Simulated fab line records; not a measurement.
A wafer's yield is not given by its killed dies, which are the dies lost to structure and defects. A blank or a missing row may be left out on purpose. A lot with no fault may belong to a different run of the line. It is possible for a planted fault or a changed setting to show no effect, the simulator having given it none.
fab line records    flow n5Finfet
record lots=12  wafers=36  lastDay=18
route steps=1938 shown BEOL_M4@1098 MIM_TOP_ETCH@1851 PASSIVATION@1916
lots untouched by any fault: they come from a run of this same line in which no faults occurred
startH: start of the lot's first displayed wafer, in hours after the record's first day    waitH: hours from the lot's prior step to this one    " the same as in the row above    L1.1+2: a row that stands for several wafers    - either no value or no given start    * or withheld: withheld    < > ~ a bound
route shown NAME@n: NAME is a module with steps in the file, n the number in the route of the first one    usual: mean/standard deviation of fault-free wafers    same: alike in all rows    chamber/n: place in a boat    sites: each site's reading    _std_site: standard deviation across them    _edge_site: mean of outer sites minus mean of inner sites    radiusMm: for every site, how far away it sits from the centre of the wafer    mask NAME#n: copy n    behind: the last tool/chamber to shape the wafer    hold: reason for holding the lot/hours on hold/outcome of the hold    device: transistor that didn't switch, given as n, p or np    end of line: tests run on the same wafers once the route is complete    step lacking rows: just its recipe    killed: dies lost to structure and defects at the first sort, not the wafer's yield    map: a wafer's dies, marking killed ones x, the rest . and places with no die _
set.NAME: the setting that was run; set.NAME@STEP: the one run at that earlier step    model.NAME: the simulator's own value behind a step, which no gauge read
steps of the route over a sample of lots; a table a step, a row a wafer
services: when a tool's chamber went out of use (startH, in hours from the record's first day, below 0 if earlier), for how many hours, and the reason
## steps
# step N5_BEOL_M4_SPUTTER_94
# recipe material=Cu  targetThkA=45  tempC=-20  chamberPressurePa=0.07  powerW=withheld  timeS=8.29
# usual throttleValvePct=29.7/0.99
lot.wafer  tool           chamber  startH  waitH  throttleValvePct
L491.1     pvdSputter-03  -        170.95  0.1    30.8
L491.4     "              -        "       "      31.2
L491.5     "              -        "       "      31.7
L492.1     pvdSputter-01  -        174.27  0.1    30.3
L492.2     "              -        "       "      30.2
L492.4     "              -        "       "      28.8
L496.3     pvdSputter-01  -        203.45  0.1    28.9
L496.5     "              -        "       "      28.8
L496.6     "              -        "       "      30.2
L500.2     pvdSputter-02  -        219.36  0.1    28.0
L500.3     "              -        "       "      30.3
L500.6     "              -        "       "      29.7
L498.1     pvdSputter-02  -        221.34  0.1    30.6
L498.4     "              -        "       "      27.7
L498.5     "              -        "       "      27.6
L499.2     pvdSputter-03  -        222.92  0.1    29.8
L499.5     "              -        "       "      29.5
L499.6     "              -        "       "      30.9
L502.1     pvdSputter-02  -        228.88  0.1    30.5
L502.2     "              -        "       "      28.1
L502.3     "              -        "       "      29.6
L503.1     pvdSputter-01  -        229.18  0.1    30.4
L503.3     "              -        "       "      29.2
L503.5     "              -        "       "      29.9
L506.3     pvdSputter-01  -        263.71  0.1    28.6
L506.5     "              -        "       "      30.1
L506.6     "              -        "       "      28.9
L507.2     pvdSputter-01  -        266.95  0.1    29.1
L507.4     "              -        "       "      30.3
L507.5     "              -        "       "      28.8
L509.1     pvdSputter-01  -        281.20  0.1    30.0
L509.3     "              -        "       "      29.2
L509.6     "              -        "       "      29.9
L512.3     pvdSputter-03  -        309.30  0.1    31.0
L512.4     "              -        "       "      28.6
L512.5     "              -        "       "      29.7
# step N5_MIM_TOP_ETCH_ETCH_00
# recipe chemistry=Cl2/BCl3  target=TiN  targetDepthA=385  ionEnergyEv=150  pressureMtorr=10  icpW=1000  biasW=126  Cl2_flow_sccm=53.25  bcl3FlowSccm=21.75  Ar_flow_sccm=25
# usual drypumpMotorCurrentA=5.6/0.42  oesProductAu=0.79/0.072  throttleValvePct=22.72/0.22
lot.wafer  tool         chamber  startH  waitH  drypumpMotorCurrentA  oesProductAu  rfHoursCounterH  throttleValvePct
L491.1     rieMetal-01  1        262.33  0.1    6.1                   0.76          50               22.92
L491.4     "            1        "       "      6.1                   0.76          -                22.90
L491.5     "            1        "       "      6.1                   0.75          -                22.92
L492.1     rieMetal-01  1        265.33  0.1    6.1                   0.76          50               22.93
L492.2     "            0        "       "      5.3                   0.86          18               22.59
L492.4     "            0        "       "      5.3                   0.86          -                22.58
L496.3     rieMetal-02  1        305.66  0.1    6.0                   0.84          -                22.88
L496.5     "            1        "       "      6.0                   0.83          -                22.88
L496.6     "            0        "       "      5.0                   0.64          -                22.77
L499.2     rieMetal-02  0        312.93  0.1    5.0                   0.63          110              22.78
L499.5     "            1        "       "      6.0                   0.82          -                22.89
L499.6     "            0        "       "      5.0                   0.63          -                22.76
L498.1     rieMetal-02  0        318.85  0.1    5.0                   0.63          111              22.78
L498.4     "            0        "       "      5.0                   0.64          -                22.78
L498.5     "            0        "       "      4.9                   0.64          -                22.78
L503.1     rieMetal-01  0        320.02  0.1    5.3                   0.84          23               22.59
L503.3     "            1        "       "      6.1                   0.75          -                22.91
L503.5     "            0        "       "      5.3                   0.85          -                22.60
L500.2     rieMetal-01  0        322.84  0.1    5.3                   0.84          23               22.60
L500.3     "            1        "       "      6.1                   0.74          -                22.94
L500.6     "            1        "       "      6.1                   0.75          -                22.94
L502.1     rieMetal-02  1        334.55  0.1    6.0                   0.81          32               22.90
L502.2     "            1        "       "      6.0                   0.82          -                22.90
L502.3     "            1        "       "      6.0                   0.82          -                22.91
L506.3     rieMetal-01  1        353.31  0.1    6.1                   0.74          -                22.95
L506.5     "            1        "       "      6.1                   0.75          -                22.93
L506.6     "            0        "       "      5.3                   0.83          -                22.61
L507.2     rieMetal-03  0        370.57  0.1    5.3                   0.82          25               22.22
L507.4     "            0        "       "      5.3                   0.81          -                22.21
L507.5     "            1        "       "      5.9                   0.74          -                22.73
L509.1     rieMetal-02  0        375.77  0.1    5.0                   0.94          3                22.59
L509.3     "            1        "       "      6.0                   0.81          -                22.91
L509.6     "            0        "       "      5.0                   0.94          -                22.60
L512.3     rieMetal-03  1        410.25  0.1    5.9                   0.74          -                22.72
L512.4     "            0        "       "      5.4                   0.81          -                22.21
L512.5     "            1        "       "      5.9                   0.73          -                22.72
# step N5_PASSIVATION_PECVD_35
# recipe material=SiNx  targetThkA=7000  tempC=400  precursor=SiH4/NH3/N2  pressureTorr=4.9  rfW=1406  timeS=151.3
# usual heaterPowerOuterW=187/80  heaterPowerW=411/92  showerheadPlenumPTorr=8.68/0.06  throttleValvePct=29.8/1.4
lot.wafer  tool      chamber  startH  waitH  heaterPowerOuterW  heaterPowerW  showerheadPlenumPTorr  throttleValvePct
L491.1     pecvd-01  2        268.76  0.1    100                309           8.68                   28.2
L491.4     "         0        "       "      224                449           8.65                   32.3
L491.5     "         2        "       "      130                358           8.68                   28.5
L492.1     pecvd-04  2        271.51  0.1    179                431           8.73                   27.7
L492.2     "         1        "       "      103                329           8.60                   30.4
L492.4     "         1        "       "      123                350           8.58                   30.1
L496.3     pecvd-04  0        313.04  0.1    310                530           8.68                   30.3
L496.5     "         1        "       "      140                387           8.62                   30.1
L496.6     "         2        "       "      230                491           8.73                   27.8
L499.2     pecvd-01  1        320.74  0.1    136                351           8.63                   30.6
L499.5     "         2        "       "      108                343           8.70                   28.5
L499.6     "         1        "       "      45                 233           8.63                   30.7
L498.1     pecvd-03  2        325.91  0.1    211                455           8.62                   29.0
L498.4     "         0        "       "      287                553           8.68                   29.7
L498.5     "         2        "       "      228                486           8.59                   29.4
L503.1     pecvd-03  1        326.55  0.1    186                360           8.79                   29.0
L503.3     "         2        "       "      239                485           8.60                   29.3
L503.5     "         0        "       "      304                542           8.67                   29.6
L500.2     pecvd-01  2        332.58  0.1    73                 277           8.70                   28.6
L500.3     "         1        "       "      146                352           8.64                   30.7
L500.6     "         1        "       "      44                 223           8.62                   30.7
L502.1     pecvd-04  0        339.97  0.1    266                475           8.71                   30.5
L502.2     "         2        "       "      154                388           8.73                   27.6
L502.3     "         1        "       "      123                344           8.63                   29.9
L506.3     pecvd-04  1        359.89  0.1    134                365           8.59                   30.2
L506.5     "         2        "       "      187                431           8.73                   28.3
L506.6     "         0        "       "      349                566           8.73                   30.7
L507.2     pecvd-04  2        378.67  0.1    258                521           8.75                   28.0
L507.4     "         1        "       "      39                 244           8.58                   30.2
L507.5     "         2        "       "      134                366           8.74                   27.9
L509.1     pecvd-03  0        383.75  0.1    306                580           8.66                   29.5
L509.3     "         1        "       "      211                372           8.80                   29.2
L509.6     "         0        "       "      185                392           8.69                   29.7
L512.3     pecvd-01  2        418.80  0.1    136                370           8.70                   28.8
L512.4     "         1        "       "      108                322           8.62                   31.0
L512.5     "         0        "       "      238                470           8.67                   33.6
# step N5_PASSIVATION_PROBE_49
# usual defectLimitedYield=91.1/1.3  killed_at_M0_to_M3=34/10  killed_at_M4_up=14/5.7  killedAtContacts=12/5.9  killedAtFrontEnd=41/12  killedAtOther=4/3.1  killedDies=105/15  killedOnRim=14/4.2  killedOpen=69/11  killedShort=35/7.8  sort_bin_5_function=5.3/0.81  sort_bin_6_memory=3.3/0.75  sort_bin_8_speed=0.00/0.007  sortNPass=1075/15  sortYieldPct=91.1/1.3
# same grossDies=1180  killedAtBackSide=0  sort_bin_4_leakage[%]=0
lot.wafer  tool       chamber  startH  waitH  defectLimitedYield[%]  killed_at_M0_to_M3  killed_at_M4_up  killedAtContacts  killedAtFrontEnd  killedAtOther  killedDies  killedOnRim  killedOpen  killedShort  sort_bin_5_function[%]  sort_bin_6_memory[%]  sort_bin_8_speed[%]  sortNPass  sortYieldPct[%]
L498.1     prober-02  -        329.65  0.0    88.6                   19                  9                30                75                1              134         20           95          39           6.9                     4.2                   0                    1046       88.6
L498.4     prober-02  -        329.80  0.2    85.8                   28                  71               6                 58                5              168         26           70          34           8.9                     4.0                   0                    1012       85.8
L498.5     prober-02  -        329.85  0.2    82.1                   45                  66               17                81                2              211         35           108         47           12.0                    5.1                   0                    969        82.1
L502.1     prober-02  -        343.66  0.0    91.0                   25                  21               12                42                6              106         9            66          39           5.0                     3.6                   0                    1074       91.0
L502.2     prober-02  -        343.71  0.1    84.7                   35                  84               8                 50                3              180         31           76          38           9.9                     4.0                   0                    1000       84.7
L502.3     prober-02  -        343.76  0.1    89.4                   27                  10               15                63                10             125         20           82          41           5.7                     4.5                   0                    1055       89.4
# killed by level:class
L498.1 FIN_SAQP:geometricParticle:open=33 MOL_CONTACT_COAG:geometricParticle:open=27 FIN_SAQP:geometricParticle:short=21 STI_FIN_REVEAL:geometricParticle:open=6 BEOL_M3:geometricParticle:open=6 BEOL_M2:geometricParticle:open=4 DUMMY_GATE:geometricParticle:open=3 MOL_CONTACT_COAG:geometricParticle:short=3
L498.4 BEOL_M4:unspecified=58 FIN_SAQP:geometricParticle:open=21 FIN_SAQP:geometricParticle:short=14 BEOL_M2:geometricParticle:open=10 BEOL_M3:geometricParticle:open=7 MOL_CONTACT_COAG:geometricParticle:open=5 BEOL_M4:geometricParticle:open=5 HKMG_FIN:areaEtch=5
L498.5 BEOL_M4:unspecified=56 FIN_SAQP:geometricParticle:open=35 STI_FIN_REVEAL:geometricParticle:open=11 MOL_CONTACT_COAG:geometricParticle:open=11 BEOL_M3:geometricParticle:open=11 BEOL_M2:geometricParticle:open=10 FIN_SAQP:geometricParticle:short=9 BEOL_M0_SAQP:geometricParticle:short=8
L502.1 BEOL_M4:geometricParticle:open=12 MOL_CONTACT_COAG:geometricParticle:open=10 FIN_SAQP:geometricParticle:short=8 FIN_SAQP:geometricParticle:open=7 BEOL_M0_SAQP:geometricParticle:open=6 STI_FIN_REVEAL:geometricParticle:open=5 ILD0:geometricParticle:short=5 BEOL_M1:geometricParticle:open=5
L502.2 BEOL_M4:unspecified=66 FIN_SAQP:geometricParticle:short=12 FIN_SAQP:geometricParticle:open=11 STI_FIN_REVEAL:geometricParticle:open=11 BEOL_M4:geometricParticle:open=10 BEOL_M2:geometricParticle:open=8 BEOL_M0_SAQP:geometricParticle:open=8 BEOL_M0_SAQP:geometricParticle:short=8
L502.3 STI_FIN_REVEAL:geometricParticle:open=16 MOL_CONTACT_COAG:geometricParticle:open=12 FIN_SAQP:geometricParticle:open=10 GATE_CUT:geometricParticle:short=8 BEOL_M4:geometricParticle:open=8 BEOL_M0_SAQP:geometricParticle:short=7 STARTING-WAFER:geometricParticle:open=7 BEOL_M2:geometricParticle:open=6
## services
tool           chamber  startH  hours  kind
rieMetal-01    0        173.63  9.6    repair
pecvd-01       2        202.42  -      clean
pecvd-01       2        202.42  -      consumableReplace:showerhead
pecvd-01       2        202.42  29.0   scheduledDown
pecvd-01       2        202.42  29.0   ventCycle
pecvd-04       1        220.00  2.1    scheduledDown
pvdSputter-02  -        222.72  1.7    repair
rieMetal-02    0        229.56  9.1    repair
pecvd-01       -        240.01  0.7    repair
pecvd-04       2        241.44  2.1    scheduledDown
rieMetal-02    -        250.37  0.5    repair
pecvd-03       -        255.30  4.5    repair
pecvd-01       1        275.40  12.4   repair
pecvd-01       0        310.41  16.1   repair
rieMetal-02    0        318.97  -      clean
rieMetal-02    0        318.97  17.0   scheduledDown
rieMetal-02    0        318.97  17.0   ventCycle
pecvd-04       0        319.25  2.1    scheduledDown
rieMetal-02    -        340.53  4.3    pm
pecvd-01       1        347.21  5.5    scheduledDown
pecvd-03       -        354.52  5.5    pm
rieMetal-03    -        375.76  0.7    repair
rieMetal-03    -        382.05  28.1   pm
rieMetal-01    -        399.99  1.4    pm
## key
firstSign step=N5_PASSIVATION_PROBE_49  reading=killed_at_M4_up  direction=up  sigmas=10  usual=14  struck=74
effect step=N5_PASSIVATION_PROBE_49  reading=defectLimitedYield  direction=down  sigmas=5.3  usual=91.1  struck=84.2
moreKillsBornAt N5_BEOL_M4_SPUTTER_94@pvdSputter-02=180
metAt N5_BEOL_M4_SPUTTER_94
struckLots L498,L502
struckWafers L498.4,L498.5,L502.2
notActingAt N5_MIM_TOP_ETCH_ETCH_00,N5_PASSIVATION_PECVD_35
onsetBetween 219.36 221.34
fault kind=chamberParticleSource  tool=pvdSputter-02  chamber=-  onsetH=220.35  steps=N5_BEOL_M4_SPUTTER_94  ratePerVisitCm2=0.38099  endH=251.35  scope=struckWafersOnly
